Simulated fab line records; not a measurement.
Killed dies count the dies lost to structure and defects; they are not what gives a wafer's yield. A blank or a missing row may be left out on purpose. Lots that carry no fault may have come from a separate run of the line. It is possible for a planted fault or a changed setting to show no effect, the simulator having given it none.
Chamber matching ; flow nand-harc ; NHARC_A_STAIRCASE_ETCH_444 on rie-diel-07: 4 sister chambers
The step etches the open film in C4F8/O2, target depth 20400 nm, time 6800 s. 30 wafers are shown with their chamber, then 12 later ones without.

## WAFERS WITH THEIR CHAMBER
wafer;chamber;rf-vpp-V (V);oes-product-au (a.u.)
L074.2;2;798;0.913
L074.3;0;805;0.929
L074.5;0;804;0.930
L076.3;2;799;0.928
L076.5;2;799;0.927
L076.6;3;805;0.939
L079.2;1;808;0.934
L079.5;1;807;0.932
L079.6;0;804;0.923
L080.3;0;804;0.976
L080.4;1;807;0.961
L080.6;0;803;0.985
L082.1;1;807;0.985
L082.2;2;800;0.966
L082.3;3;805;0.960
L082.4;0;805;0.980
L082.5;0;806;0.987
L082.6;1;807;0.977
L086.4;1;806;0.929
L086.5;3;806;0.918
L086.6;2;799;0.930
L088.2;3;805;0.967
L088.3;0;805;0.957
L088.6;0;806;0.958
L089.2;2;799;0.926
L089.3;3;806;0.915
L089.4;2;799;0.925
L090.4;2;800;0.925
L090.5;3;804;0.926
L090.6;2;799;0.922

SIGNATURES (means of the wafers above)
reading;chamber 0;chamber 1;chamber 2;chamber 3;scatter within a chamber
rf-vpp-V;804.67;807.00;799.11;805.17;0.778
oes-product-au;0.95833;0.95300;0.92911;0.93750;0.0218
Rule: for a wafer and a chamber, the distance is found by dividing, reading by reading, the gap between the wafer's reading and the chamber's mean by the reading's scatter, squaring, summing and taking the root. If the next closest chamber is less than 2 further off than the closest, the wafer can't be placed; otherwise it belongs to the closest. The scatter is the square root of a quotient: the sum, over the shown wafers, of each reading's squared deviation from its chamber's mean, divided by wafers minus chambers.

## WAFERS WITHOUT THEIR CHAMBER
wafer;rf-vpp-V (V);oes-product-au (a.u.)
L093.1;802;0.916
L093.5;805;0.929
L093.6;806;0.923
L094.1;806;0.925
L094.3;800;0.919
L094.6;802;0.921
L095.4;805;0.923
L095.1;799;0.934
L095.5;803;0.941
L096.2;802;0.928
L096.4;804;0.926
L096.5;806;0.924

## EACH ONE'S CHAMBER
wafer;from the rows above;in truth
L093.1;can't be placed: 2 or 0 or 3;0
L093.5;can't be placed: 3 or 0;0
L093.6;can't be placed: 3 or 1 or 0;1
L094.1;can't be placed: 3 or 1 or 0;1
L094.3;2;2
L094.6;can't be placed: 2 or 0 or 3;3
L095.4;can't be placed: 3 or 0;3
L095.1;2;2
L095.5;can't be placed: 0 or 3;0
L096.2;can't be placed: 0 or 2 or 3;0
L096.4;can't be placed: 3 or 0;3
L096.5;can't be placed: 3 or 1 or 0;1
Correctly placed: 2 of 12. These rows do not allow placing 10 (true chamber among the candidates in 10). Placed wrongly: 0.
